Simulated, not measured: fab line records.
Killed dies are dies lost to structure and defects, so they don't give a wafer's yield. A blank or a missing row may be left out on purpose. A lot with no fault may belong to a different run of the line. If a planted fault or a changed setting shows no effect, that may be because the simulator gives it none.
Struck lot and sound lot, side by side || flow n5Finfet || 27 out of 1938 route steps
Sound: wafers L912.3, L912.4, L912.5. Struck: wafer L925.5 (left out: L925.6, a lot-mate that was not struck); the cause follows at the end.
At each step with rows: each side's tool, then ch and its chambers, then its first start. Under that, the readings that differ: sound wafers || struck wafers || difference of the means || sigmas: that difference in standard deviations of wafers without a fault.
alike: words and numbers the same on both sides, and readings whose means are apart by under 2 such deviations; not compared: readings that were withheld, readings missing a value for some wafer, numbers with overlapping values and no deviation given by the record, and bounds like >300 which may hide the same value.
A row with sigmas, a row that says differs or no value, or rows on one side alone: a step with any of these is where the two part. Non-overlapping numbers with no deviation appear without sigmas and do not part them. A reading missing from all wafers of one side parts the sides only when that side holds two or more wafers.

N5_STI_FIN_REVEAL_ALD_14: deposits Si3N4, target thk 3 nm.
  sound on aldSin-01 ch 0,1,3, day 3 09:35; struck on aldSin-02 ch 1, day 7 00:52
  alike: heaterPowerW
  not compared: sinceWetCleanH
then, 3 steps without rows for these wafers: N5_STI_FIN_REVEAL_FCVD_FILL_01 (material SiO2 flowable, target thk 312 nm, time 512.2 s); N5_STI_FIN_REVEAL_DENSIFY_02 (time 1800 s); N5_STI_FIN_REVEAL_CMP_04 (polishes, stops on Si3N4, t overpolish 4 s, target thk 131.83 nm).
N5_STI_FIN_REVEAL_THK_MEAS_05:
  sound: filmMetro-02 at day 3 15:31; struck: filmMetro-02 at day 7 06:07
  alike: thkNm
after that, 1 step had no rows for these wafers: N5_STI_FIN_REVEAL_DENSIFY_30.
N5_STI_FIN_REVEAL_ETCHBACK_08: etches SiO2 in C4F6/O2, target depth 30.5 nm, time 10.167 s.
  sound on rieDiel-04 ch 0,1, day 3 15:46; struck on rieDiel-02 ch 1, day 7 06:23
  alike: drypumpMotorCurrentA, oes_f_703_au, oesProductAu, rfVppV, showerheadPlenumPTorr, throttleValvePct
  not compared: rfHoursCounterH
N5_STI_FIN_REVEAL_STRIP_24: strips in N2/H2, time 90 s.
  sound on rieDiel-04 ch 0,1, day 3 15:48; struck on rieDiel-02 ch 1, day 7 06:26
  alike: drypumpMotorCurrentA, oesProductAu, rfVppV, showerheadPlenumPTorr, tempC, throttleValvePct
  not compared: rfHoursCounterH
then, 4 steps without rows for these wafers: N5_STI_FIN_REVEAL_PRECLEAN_25 (cleans in SPM, time 90 s); N5_STI_FIN_REVEAL_PRECLEAN_26 (cleans in SC1, time 45 s); N5_STI_FIN_REVEAL_PRECLEAN_29 (cleans in DHF, time 30 s); N5_STI_FIN_REVEAL_SRD_12 (time 30 s).
N5_STI_FIN_REVEAL_RECESS_09: chemistry HF/NH3, target SiO2, afs cycles 11, target depth 42.5 nm, sublimation time 60 s.
  sound on vaporEtch-01 ch 0,1, day 3 16:33; struck on vaporEtch-01 ch 1, day 7 07:53
  alike: drypumpMotorCurrentA, tempC
then, 2 steps without rows for these wafers: N5_STI_FIN_REVEAL_STRIP_16 (strips SiNx in H3PO4, target depth 23.8 nm); N5_STI_FIN_REVEAL_PRECLEAN_17 (cleans in NF3:NH3, afs cycles 1, time 20 s, sublimation time 60 s).
N5_STI_FIN_REVEAL_ETCH_34: etches Si in H2, material Si, target depth 0.97 nm.
  sound on rieSi-03 ch 1,3, day 3 18:07; struck on rieSi-01 ch 0, day 7 08:56
{"reading": "heBacksideLeakSccm (sccm)", "sound": "2.72 3.48 2.83", "struck": 2.38, "difference": -0.63, "sigmas": -2}
  alike: drypumpMotorCurrentA, oesProductAu, tempC, throttleValvePct
  not compared: rfHoursCounterH
N5_STI_FIN_REVEAL_OXIDATION_31: chemistry O2 PLASMA REMOTE, time 20 s.
  sound on plasmaAsher-01 ch 0,1, day 3 18:11; struck on plasmaAsher-01 ch 1, day 7 09:02
  alike: drypumpMotorCurrentA, heaterPowerW, tempC
  not compared: rfHoursCounterH
then, 6 steps without rows for these wafers: N5_STI_FIN_REVEAL_PRECLEAN_32 (cleans in NF3:NH3, afs cycles 1, time 20 s, sublimation time 60 s); N5_STI_FIN_REVEAL_STRIP_35 (strips Si3N4 in H3PO4, target depth 4 nm, time 39 s); N5_STI_FIN_REVEAL_SRD_21 (time 30 s); N5_STI_FIN_REVEAL_OXIDATION_33 (chemistry O2 PLASMA REMOTE, time 20 s); N5_STI_FIN_REVEAL_CLEAN_19 (cleans in O3/DIW, time 120 s); N5_STI_FIN_REVEAL_SRD_23 (time 30 s).
N5_STI_FIN_REVEAL_CD_MEAS_22: target cd 6.238 nm, pitch 28 nm.
  sound: cdSem-03 at day 3 18:41; struck: cdSem-01 at day 7 09:31
  alike: cdNm
N5_STI_FIN_REVEAL_FIN_H_MEAS_10:
  sound: ocd-02 at day 3 18:43; struck: ocd-02 at day 7 09:33
{"reading": "trenchDepthNm (nm)", "sound": "52.7 52.0 51.4", "struck": 55.5, "difference": "+3.5", "sigmas": "+6"}
then, 2 steps without rows for these wafers: N5_STI_FIN_REVEAL_PRECLEAN_18 (cleans in SC2, time 45 s); N5_PASSIVATION_PROBE_49.

== WHERE THEY PART ==
At N5_STI_FIN_REVEAL_ETCH_34 first; at N5_STI_FIN_REVEAL_FIN_H_MEAS_10 last (within this record only).

WHY: what had been put in by the simulator
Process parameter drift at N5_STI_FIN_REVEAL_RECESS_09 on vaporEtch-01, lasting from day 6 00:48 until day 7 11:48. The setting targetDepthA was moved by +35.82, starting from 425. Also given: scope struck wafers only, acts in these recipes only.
